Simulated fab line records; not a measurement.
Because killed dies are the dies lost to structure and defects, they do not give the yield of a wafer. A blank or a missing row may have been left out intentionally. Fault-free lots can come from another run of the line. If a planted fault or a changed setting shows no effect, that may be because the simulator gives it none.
Split-lot experiment :: flow n5Finfet :: 21 wafers read across 7 lots, on a route 1938 steps long

## SPLIT DETAILS
At N5_ZERO_LAYER_EXPOSE_08 (exposes mask ZERO, defocus 0 nm, target cd 2000 nm), the setting doseMj was moved away from the recipe's 16.2 on 7 of the 21 wafers read, by -6.0% to +3.6%. This setting was run at the recipe's value on the other wafers.

## FROM THE SPLIT TO THE READING: what the file shows between them, 3 steps
- N5_ZERO_LAYER_PEB_09
- N5_ZERO_LAYER_DEVELOP_10: develop time 60 s
- N5_ZERO_LAYER_HARDBAKE_23: time 120 s

## THE READING
At N5_ZERO_LAYER_CD_MEAS_11: cdNm in nanometres, against a target cd of 2000 nm. A value of 2000.1 nm with a standard deviation of 1.7 nm is what fault-free wafers of this fab line usually give.

wafer: L074.2
tool, chamber at the split: krfScanner-02, 0
doseMj as run: 16.79
against the recipe: +3.6%
cdNm, nm: 2008.8
against lot-mates on the recipe: +10.5

wafer: L074.3
tool, chamber at the split: krfScanner-02, 0
doseMj as run: 16.2
against the recipe: recipe
cdNm, nm: 1997.8
against lot-mates on the recipe: -

wafer: L074.4
tool, chamber at the split: krfScanner-02, 0
doseMj as run: 16.2
against the recipe: recipe
cdNm, nm: 1998.9
against lot-mates on the recipe: -

wafer: L075.4
tool, chamber at the split: krfScanner-02, 0
doseMj as run: 16.2
against the recipe: recipe
cdNm, nm: 2000.5
against lot-mates on the recipe: -

wafer: L075.5
tool, chamber at the split: krfScanner-02, 0
doseMj as run: 15.37
against the recipe: -5.1%
cdNm, nm: 1990.9
against lot-mates on the recipe: -10.8

wafer: L075.6
tool, chamber at the split: krfScanner-02, 0
doseMj as run: 16.2
against the recipe: recipe
cdNm, nm: 2003.0
against lot-mates on the recipe: -

wafer: L078.1
tool, chamber at the split: krfScanner-02, 0
doseMj as run: 16.2
against the recipe: recipe
cdNm, nm: 1996.7
against lot-mates on the recipe: -

wafer: L078.2
tool, chamber at the split: krfScanner-02, 0
doseMj as run: 16.2
against the recipe: recipe
cdNm, nm: 2000.0
against lot-mates on the recipe: -

wafer: L078.5
tool, chamber at the split: krfScanner-02, 0
doseMj as run: 16.2
against the recipe: recipe
cdNm, nm: 1999.8
against lot-mates on the recipe: -

wafer: L080.2
tool, chamber at the split: krfScanner-01, 0
doseMj as run: 15.22
against the recipe: -6.0%
cdNm, nm: 1991.3
against lot-mates on the recipe: no lot-mate on the recipe

wafer: L080.5
tool, chamber at the split: krfScanner-01, 0
doseMj as run: 15.22
against the recipe: -6.0%
cdNm, nm: 1984.8
against lot-mates on the recipe: no lot-mate on the recipe

wafer: L080.6
tool, chamber at the split: krfScanner-01, 0
doseMj as run: 15.22
against the recipe: -6.0%
cdNm, nm: 1989.3
against lot-mates on the recipe: no lot-mate on the recipe

wafer: L086.2
tool, chamber at the split: krfScanner-01, 0
doseMj as run: 16.2
against the recipe: recipe
cdNm, nm: 2000.8
against lot-mates on the recipe: -

wafer: L086.3
tool, chamber at the split: krfScanner-01, 0
doseMj as run: 16.2
against the recipe: recipe
cdNm, nm: 2000.5
against lot-mates on the recipe: -

wafer: L086.5
tool, chamber at the split: krfScanner-01, 0
doseMj as run: 16.2
against the recipe: recipe
cdNm, nm: 1999.6
against lot-mates on the recipe: -

wafer: L092.1
tool, chamber at the split: krfScanner-02, 0
doseMj as run: 16.2
against the recipe: recipe
cdNm, nm: 1998.3
against lot-mates on the recipe: -

wafer: L092.5
tool, chamber at the split: krfScanner-02, 0
doseMj as run: 16.2
against the recipe: recipe
cdNm, nm: 2000.5
against lot-mates on the recipe: -

wafer: L092.6
tool, chamber at the split: krfScanner-02, 0
doseMj as run: 16.2
against the recipe: recipe
cdNm, nm: 2001.0
against lot-mates on the recipe: -

wafer: L093.1
tool, chamber at the split: krfScanner-02, 0
doseMj as run: 16.2
against the recipe: recipe
cdNm, nm: 2004.4
against lot-mates on the recipe: -

wafer: L093.2
tool, chamber at the split: krfScanner-02, 0
doseMj as run: 15.37
against the recipe: -5.1%
cdNm, nm: 1990.3
against lot-mates on the recipe: -14.1

wafer: L093.6
tool, chamber at the split: krfScanner-02, 0
doseMj as run: 15.37
against the recipe: -5.1%
cdNm, nm: 1989.0
against lot-mates on the recipe: -15.4

THE FIT
A straight line over all 21 wafers: cdNm changes by +1.99 nm for each +1% of doseMj; r = +0.94; the points scatter about the line by 2 nm.
The same after taking each lot's own level away (the mean of its wafers on the recipe; 18 wafers): +2.67 nm for each +1%; r = +0.98; scatter 1.3 nm.
According to that fit, moving doseMj by its largest amount changes the reading by 16 nm.
Measured against the standard deviation above, the lots' own levels, which go from 1998.35 to 2004.40 nm, span 3.6 times it.
So the slope is not independent of the lot-to-lot level: the two fits are not the same.
Check: -14.7 nm against its lot-mates is what the line predicts for one of the wafers moved furthest among these (-5.1%) when that wafer is left out of the fit. It came out at -10.8 nm against them.

## THESE WAFERS: OTHER SPLITS
These wafers also went through other splits before the reading. Each is held against what the fit with the lots' levels taken away leaves over:
other split on the same wafers: N5_ZERO_LAYER_PECVD_02 timeS
wafers away from the commonest value: 7
r with cdNm (lot level and that fit taken away): +0.39

## THE WHOLE CHAIN: every reading that the file lists as answering this split, in the file's order
step: N5_ZERO_LAYER_CD_MEAS_11
what it does: target cd 2000 nm
reading: cdNm
change (the file's fit): +2.57 nm for each +1% of the setting
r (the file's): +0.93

step: N5_ZERO_LAYER_DESCUM_16
what it does: chemistry O2, time 7.9 s
reading: ZERO_LAYER.cdNm (the simulator's own value, which no gauge read)
change (the file's fit): +2.52 nm for each +1% of the setting
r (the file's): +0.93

## FILE'S OWN FIT
cdNm changes by +2.57 nm for each +1% of doseMj, r = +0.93.
